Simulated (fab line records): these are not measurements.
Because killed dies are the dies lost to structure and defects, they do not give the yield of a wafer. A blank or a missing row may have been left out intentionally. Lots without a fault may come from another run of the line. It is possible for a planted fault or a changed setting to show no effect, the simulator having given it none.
Chamber matching | flow nand-harc | rie-diel-04 running NHARC_A_ZERO_WELL_DESCUM_12: 4 sister chambers
The step chemistry O2, time 3 s. 8 wafers are shown with their chamber, then 6 later ones without.

WAFERS WITH THEIR CHAMBER
wafer  | chamber | drypump-motor-current-A (A) | oes-product-au (a.u.)
L925.5 | 0       | 6.2                         | 1.008
L927.1 | 0       | 6.2                         | 1.016
L927.3 | 3       | 5.3                         | 1.004
L929.1 | 2       | 5.8                         | 1.009
L929.4 | 1       | 5.2                         | 0.997
L929.6 | 3       | 5.4                         | 1.010
L931.3 | 2       | 5.8                         | 1.010
L931.4 | 1       | 5.3                         | 0.993

WAFERS MISSING THEIR CHAMBER
wafer  | drypump-motor-current-A (A) | oes-product-au (a.u.)
L931.5 | 5.8                         | 1.007
L936.1 | 5.3                         | 0.988
L936.4 | 5.3                         | 0.995
L947.1 | 5.3                         | 0.997
L947.4 | 5.8                         | 1.002
L947.5 | 5.3                         | 0.993

WHICH CHAMBER EACH WENT THROUGH
wafer  | from the rows above     | in truth
L931.5 | 2                       | 2
L936.1 | 1                       | 1
L936.4 | 1                       | 1
L947.1 | can't be placed: 1 or 3 | 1
L947.4 | 2                       | 2
L947.5 | 1                       | 1
5 of 6 placed correctly. Unplaceable from these rows: 1, with the true chamber sitting among the candidates in 1. 0 placed wrongly.
How it was worked out, from the rows above alone: a wafer's distance from a chamber is the root of the sum, over the readings, of the square of ((its reading less the chamber's mean) divided by the reading's scatter). If the next closest chamber is less than 2 further off than the closest, the wafer can't be placed; otherwise it belongs to the closest. The mean given for a chamber averages the wafers shown for that chamber. The scatter: the root of (the sum of the squares of (reading less its chamber's mean) over the shown wafers, divided by (wafers less chambers)).
